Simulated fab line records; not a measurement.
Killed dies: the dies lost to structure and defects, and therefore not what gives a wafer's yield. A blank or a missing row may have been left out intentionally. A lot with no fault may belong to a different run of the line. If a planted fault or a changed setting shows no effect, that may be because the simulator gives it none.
Matching of chambers / flow nandHarc / 4 sister chambers for NHARC_A_CONTACT_ETCH_92 on rieDiel-09
The step etches the open film in CH3F/O2, target depth 40 nm, time 85.7 s. 8 wafers are shown with their chamber, then 8 later ones without.

## WAFERS, EACH WITH ITS CHAMBER
wafer=L178.1; chamber=2; showerheadPlenumPTorr (Torr)=2.41; drypumpMotorCurrentA (A)=5.1
wafer=L178.2; chamber=3; showerheadPlenumPTorr (Torr)=2.53; drypumpMotorCurrentA (A)=5.5
wafer=L178.6; chamber=3; showerheadPlenumPTorr (Torr)=2.53; drypumpMotorCurrentA (A)=5.4
wafer=L182.4; chamber=2; showerheadPlenumPTorr (Torr)=2.40; drypumpMotorCurrentA (A)=5.1
wafer=L180.4; chamber=0; showerheadPlenumPTorr (Torr)=2.53; drypumpMotorCurrentA (A)=6.3
wafer=L180.5; chamber=0; showerheadPlenumPTorr (Torr)=2.53; drypumpMotorCurrentA (A)=6.4
wafer=L180.6; chamber=1; showerheadPlenumPTorr (Torr)=2.39; drypumpMotorCurrentA (A)=6.5
wafer=L181.4; chamber=1; showerheadPlenumPTorr (Torr)=2.39; drypumpMotorCurrentA (A)=6.6

## WAFERS WITHOUT THEIR CHAMBER
wafer=L181.5; showerheadPlenumPTorr (Torr)=2.40; drypumpMotorCurrentA (A)=5.1
wafer=L181.6; showerheadPlenumPTorr (Torr)=2.53; drypumpMotorCurrentA (A)=5.5
wafer=L183.1; showerheadPlenumPTorr (Torr)=2.53; drypumpMotorCurrentA (A)=5.5
wafer=L183.2; showerheadPlenumPTorr (Torr)=2.40; drypumpMotorCurrentA (A)=5.1
wafer=L183.6; showerheadPlenumPTorr (Torr)=2.40; drypumpMotorCurrentA (A)=5.1
wafer=L185.1; showerheadPlenumPTorr (Torr)=2.53; drypumpMotorCurrentA (A)=6.3
wafer=L185.2; showerheadPlenumPTorr (Torr)=2.40; drypumpMotorCurrentA (A)=5.1
wafer=L185.5; showerheadPlenumPTorr (Torr)=2.53; drypumpMotorCurrentA (A)=5.4

## WHICH CHAMBER EACH ONE RAN IN
wafer=L181.5; from the rows above=2; in truth=2
wafer=L181.6; from the rows above=3; in truth=3
wafer=L183.1; from the rows above=3; in truth=3
wafer=L183.2; from the rows above=2; in truth=2
wafer=L183.6; from the rows above=2; in truth=2
wafer=L185.1; from the rows above=0; in truth=0
wafer=L185.2; from the rows above=2; in truth=2
wafer=L185.5; from the rows above=3; in truth=3
Placed correctly: 8 of 8. From these rows, 0 cannot be placed. Wrongly placed: 0.
How it was worked out, from the rows above alone: a wafer's distance from a chamber is the root of the sum, over the readings, of the square of ((its reading less the chamber's mean) divided by the reading's scatter). If the next closest chamber is less than 2 further off than the closest, the wafer can't be placed; otherwise it belongs to the closest. For every chamber, the mean is computed from those of its wafers that are shown. The scatter: take each reading less its chamber's mean, square it, sum over the shown wafers, divide by the number of wafers less the number of chambers, and take the root.
